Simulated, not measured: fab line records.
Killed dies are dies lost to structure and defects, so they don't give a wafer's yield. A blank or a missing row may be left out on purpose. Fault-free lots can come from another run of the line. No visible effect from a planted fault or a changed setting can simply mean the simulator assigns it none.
A struck lot beside a sound one / flow nandHarc / 15 steps out of a route of 1159
Sound: the wafers L411.2, L411.3, L411.4. Wafers struck: L424.1, L424.2, L424.5. The cause is named last.
Per side, at each step with rows, come the tool, then ch with its chambers, and then its first start. Under that, the readings that differ: sound wafers / struck wafers / difference of the means / sigmas: that difference in standard deviations of wafers without a fault.
alike: a reading whose means differ by less than 2 such deviations, as well as words and numbers matching on both sides. not compared: withheld readings; readings where some wafer has no value; bounds like >300 that might hide an equal value; numbers whose values overlap and for which the record gives no deviation.
The two part at a step that has a row with sigmas, a row that says differs or no value, or rows on one side only. Numbers that don't overlap but have no deviation are shown without sigmas and don't part them. Lack of a reading on every wafer of one side parts them only where that side has two or more wafers.

first, 7 steps without rows for these wafers: NHARC_A_SGD_CUT_COAT_57 (time 65 s); NHARC_A_SGD_CUT_COAT_03 (resist thk 90 nm); NHARC_A_SGD_CUT_SOFTBAKE_04 (time 55 s); NHARC_A_SGD_CUT_EBR_05; NHARC_A_SGD_CUT_EXPOSE_06 (exposes mask SGD); NHARC_A_SGD_CUT_PEB_07 (peb time 65 s); NHARC_A_SGD_CUT_DEVELOP_08 (develop time 35 s).
NHARC_A_SGD_CUT_CD_MEAS_09: target cd 100 nm.
  sound on cdSem-02 ch 0, day 15 08:17; struck on cdSem-01 ch 0, day 18 03:55
  alike: cdNm
NHARC_A_SGD_CUT_OVL_MEAS_10:
  sound on overlay-01, day 15 08:22; struck on overlay-02, day 18 04:00
  alike: overlayXNm, overlayYNm
NHARC_A_SGD_CUT_INSPECT_11:
  sound on defectInspect-01, day 15 08:24; struck on defectInspect-01, day 18 04:02
  alike: rawDefectCount
NHARC_A_SGD_CUT_DESCUM_14: chemistry O2, time 3 s.
  sound on rieDiel-06 ch 1,2,3, day 15 08:28; struck on rieDiel-06 ch 0,3, day 18 04:07
  alike: drypumpMotorCurrentA, oesProductAu, rfVppV, showerheadPlenumPTorr, throttleValvePct
  not compared: rfHoursCounterH
NHARC_A_SGD_CUT_ETCH_58: etches the open film in CF4, target depth 39 nm, time 65 s.
  sound on rieDiel-06 ch 0,1,2, day 15 08:33; struck on rieDiel-06 ch 0,1,2, day 18 04:11
  alike: biasW, cf4FlowSccm, drypumpMotorCurrentA, oesProductAu, rfVppV, showerheadPlenumPTorr, throttleValvePct
  not compared: rfHoursCounterH
NHARC_A_SGD_CUT_ETCH_59: etches the open film in N2/H2, target depth 260 nm, time 406.25 s.
  sound on rieDiel-06 ch 0,1,3, day 15 08:38; struck on rieDiel-06 ch 0,1,2, day 18 04:18
reading=oesProductAu (a.u.); sound=1.000 0.999 0.977; struck=0.854 0.852 0.843; difference=-0.142; sigmas=-14
  alike: biasW, drypumpMotorCurrentA, rfVppV, showerheadPlenumPTorr, throttleValvePct
  not compared: rfHoursCounterH
NHARC_A_SGD_CUT_ETCH_15: etches the open film in CH3F/O2, target depth 75 nm, time 64.3 s.
  sound on rieDiel-06 ch 0,2,3; struck on rieDiel-06 ch 2,3
  alike: biasW, drypumpMotorCurrentA, oesProductAu, rfVppV, showerheadPlenumPTorr, throttleValvePct
  not compared: rfHoursCounterH
-- record jumps: 6 days between struck wafers' starts before vs after; left off in module A_SGD_CUT, resumes in module END, first step shown is number 1159 of the route --
NHARC_END_SORT_01:
  only the struck wafers appear in the record here, on prober-02 ch 0 at day 23 22:04; the sound ones have no rows

## WHERE THEY PART
Last at NHARC_END_SORT_01 as far as this record goes, first at NHARC_A_SGD_CUT_ETCH_59.

WHY: what had been put in by the simulator
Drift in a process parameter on rieDiel-06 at NHARC_A_SGD_CUT_ETCH_59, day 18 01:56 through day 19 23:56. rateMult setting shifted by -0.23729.
